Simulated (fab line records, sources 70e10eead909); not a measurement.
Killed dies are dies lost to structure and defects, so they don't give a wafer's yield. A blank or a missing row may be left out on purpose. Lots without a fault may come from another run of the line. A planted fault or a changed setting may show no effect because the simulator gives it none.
Chamber matching | flow nand_harc | NHARC_P_ZERO_WELL_DESCUM_54 on rie_diel-02: 3 sister chambers
The step chemistry O2, time 3 s. 6 wafers are shown with their chamber, then 8 later ones without.

WAFERS WITH THEIR CHAMBER
wafer  | chamber | drypump_motor_current_A (A) | oes_product_au (a.u.)
L085.3 | 0       | 5.7                         | 1.000
L085.4 | 2       | 5.9                         | 1.005
L085.5 | 1       | 5.5                         | 0.996
L086.2 | 0       | 5.8                         | 0.998
L086.4 | 1       | 5.5                         | 0.997
L086.6 | 2       | 5.9                         | 1.004

WAFERS WITHOUT THEIR CHAMBER
wafer  | drypump_motor_current_A (A) | oes_product_au (a.u.)
L089.1 | 5.8                         | 1.009
L089.4 | 5.8                         | 1.001
L090.1 | 5.9                         | 1.002
L090.2 | 5.7                         | 1.003
L090.6 | 5.8                         | 0.999
L092.1 | 5.9                         | 1.000
L092.3 | 5.8                         | 0.998
L092.5 | 5.9                         | 0.997

WHICH CHAMBER EACH WENT THROUGH
wafer  | from the rows above     | in truth
L089.1 | 2                       | 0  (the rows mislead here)
L089.4 | can't be placed: 0 or 2 | 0
L090.1 | 2                       | 2
L090.2 | can't be placed: 0 or 2 | 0
L090.6 | 0                       | 0
L092.1 | can't be placed: 0 or 2 | 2
L092.3 | 0                       | 0
L092.5 | 0                       | 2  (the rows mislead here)
Placed correctly: 3 of 8. Can't be placed from these rows: 3 (the true chamber is among the candidates in 3). Placed wrongly: 2.
How it was worked out, from the rows above alone: a wafer's distance from a chamber is the root of the sum, over the readings, of the square of ((its reading less the chamber's mean) divided by the reading's scatter). The wafer belongs to the nearest chamber; if the next one is less than 2 further off, it can't be placed. A chamber's mean is the mean of its shown wafers. The scatter: the root of (the sum of the squares of (reading less its chamber's mean) over the shown wafers, divided by (wafers less chambers)).
